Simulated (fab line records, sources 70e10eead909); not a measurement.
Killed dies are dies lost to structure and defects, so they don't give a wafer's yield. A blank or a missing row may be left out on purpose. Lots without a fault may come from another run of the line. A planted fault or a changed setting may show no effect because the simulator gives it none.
Which tool did it? | flow nand_harc | 6 lots, 18 wafers sampled, at 3 steps of a route of 1302

WHAT THE GAUGES READ, wafer by wafer
NHARC_A_ONON_D1_THK_MEAS_14: measures by ellipsometry.
lot  | measured     | on            | thk_nm (nm)
L667 | day 8 20:37  | film_metro-02 | 992 993 993
L668 | day 9 05:25  | film_metro-01 | 1002 1002 1001
L671 | day 10 04:43 | film_metro-01 | 998 999 998
L675 | day 11 18:31 | film_metro-02 | 996 995 995
L678 | day 13 01:52 | film_metro-01 | 1006 1006 1005
L684 | day 15 16:55 | film_metro-02 | 995 1803 1805

WHICH TOOL RAN EACH LOT (tool, then ch and the chambers of the sampled wafers, then the start)
lot  | NHARC_A_ZERO_WELL_ETCH_19          | NHARC_A_ONON_D1_DEP_12
L667 | rie_diel-13 ch 0,1,3, day 7 18:31  | pecvd_onon-01 ch 0, day 8 20:09
L668 | rie_diel-09 ch 1,2,3, day 8 05:02  | pecvd_onon-04 ch 0, day 9 05:04
L671 | rie_diel-11 ch 1,2, day 9 06:24    | pecvd_onon-01 ch 0, day 10 04:19
L675 | rie_diel-11 ch 1,2,3, day 10 19:59 | pecvd_onon-02 ch 0, day 11 18:00
L678 | rie_diel-13 ch 0,2,3, day 12 01:58 | pecvd_onon-04 ch 0, day 13 01:22
L684 | rie_diel-13 ch 1,2, day 14 16:54   | pecvd_onon-01 ch 0, day 15 16:24
- NHARC_A_ZERO_WELL_ETCH_19: etches the open film in N2/H2, target depth 80 nm, overetch 24 nm, time 87.88 s.
- NHARC_A_ONON_D1_DEP_12: target thk 1000 nm.

THE ANSWER, worked out from the rows above alone
Rule: what is usual is taken from the lots themselves. Put in order of their means at a reading, lots are off if they are a third of the lots or fewer, leave a main group of 4 or more, and stand apart from it by a gap of 3 or more times the standard deviation of the main group's means; of several such gaps the widest counts. A main group whose means are all the same, to the digits that the tables above print for the reading, isn't used. A lot without any number at a reading at which 4 lots or more have one is off too. The other lots that the step has rows for count as sound.
Off: L684, at NHARC_A_ONON_D1_THK_MEAS_14 (thk_nm). The main group: mean 999 nm, standard deviation 4.6.
A tool fits if, at a process step before that reading, it ran every lot that is off, and no sound lot after the first of them. The gauges at NHARC_A_ONON_D1_THK_MEAS_14 are tried like those tools. Can't be told from this: 3 tools fit, rie_diel-13 at NHARC_A_ZERO_WELL_ETCH_19, pecvd_onon-01 at NHARC_A_ONON_D1_DEP_12, film_metro-02 at NHARC_A_ONON_D1_THK_MEAS_14.

WHAT THE SIMULATOR HAD PUT IN
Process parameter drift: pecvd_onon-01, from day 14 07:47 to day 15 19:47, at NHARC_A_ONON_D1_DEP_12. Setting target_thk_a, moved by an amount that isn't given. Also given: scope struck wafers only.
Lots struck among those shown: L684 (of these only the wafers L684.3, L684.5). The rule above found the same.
